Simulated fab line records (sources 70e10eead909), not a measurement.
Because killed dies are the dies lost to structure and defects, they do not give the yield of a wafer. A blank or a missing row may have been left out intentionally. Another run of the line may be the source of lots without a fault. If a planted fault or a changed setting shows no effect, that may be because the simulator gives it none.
Matching of chambers    flow nand_harc    NHARC_P_CONTACT_CMP_01 on cmp-03: 4 sister chambers
The step polishes SiO2, target thk 200 nm. 18 wafers are shown with their chamber, then 9 later ones without.

== WAFERS PAIRED WITH THEIR CHAMBERS ==
wafer   chamber  motor_current_A (A)
L077.3  2        13.5
L077.5  3        10.8
L077.6  2        13.3
L084.1  3        10.7
L084.3  0        12.4
L084.6  3        10.8
L085.3  2        14.1
L085.4  0        12.4
L085.6  2        14.0
L086.2  1        11.2
L086.3  0        12.7
L086.4  3        10.4
L089.1  1        11.4
L089.2  0        12.8
L089.5  0        11.8
L090.1  0        12.5
L090.3  1        10.9
L090.6  1        11.3

SIGNATURES (averages over the wafers above)
reading          chamber 0  chamber 1  chamber 2  chamber 3  scatter within a chamber
motor_current_A  12.433     11.200     13.725     10.675     0.306
Rule: for a wafer and a chamber, the distance is found by dividing, reading by reading, the gap between the wafer's reading and the chamber's mean by the reading's scatter, squaring, summing and taking the root. The wafer belongs to the nearest chamber; if the next one is less than 2 further off, it can't be placed. The scatter is the square root of a quotient: the sum, over the shown wafers, of each reading's squared deviation from its chamber's mean, divided by wafers minus chambers.

== WAFERS MISSING THEIR CHAMBER ==
wafer   motor_current_A (A)
L094.1  13.4
L094.4  10.8
L094.6  10.8
L092.2  11.4
L092.3  14.1
L092.5  10.8
L096.3  10.9
L096.5  13.6
L096.6  11.1

== THE CHAMBER EACH PASSED THROUGH ==
wafer   from the rows above      in truth
L094.1  2                        2
L094.4  can't be placed: 3 or 1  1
L094.6  can't be placed: 3 or 1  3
L092.2  can't be placed: 1 or 3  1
L092.3  2                        2
L092.5  can't be placed: 3 or 1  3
L096.3  can't be placed: 3 or 1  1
L096.5  2                        2
L096.6  can't be placed: 1 or 3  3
Placed correctly: 3 of 9. Cannot be placed on the basis of these rows: 6; the candidates contain the true chamber in 6. 0 placed wrongly.
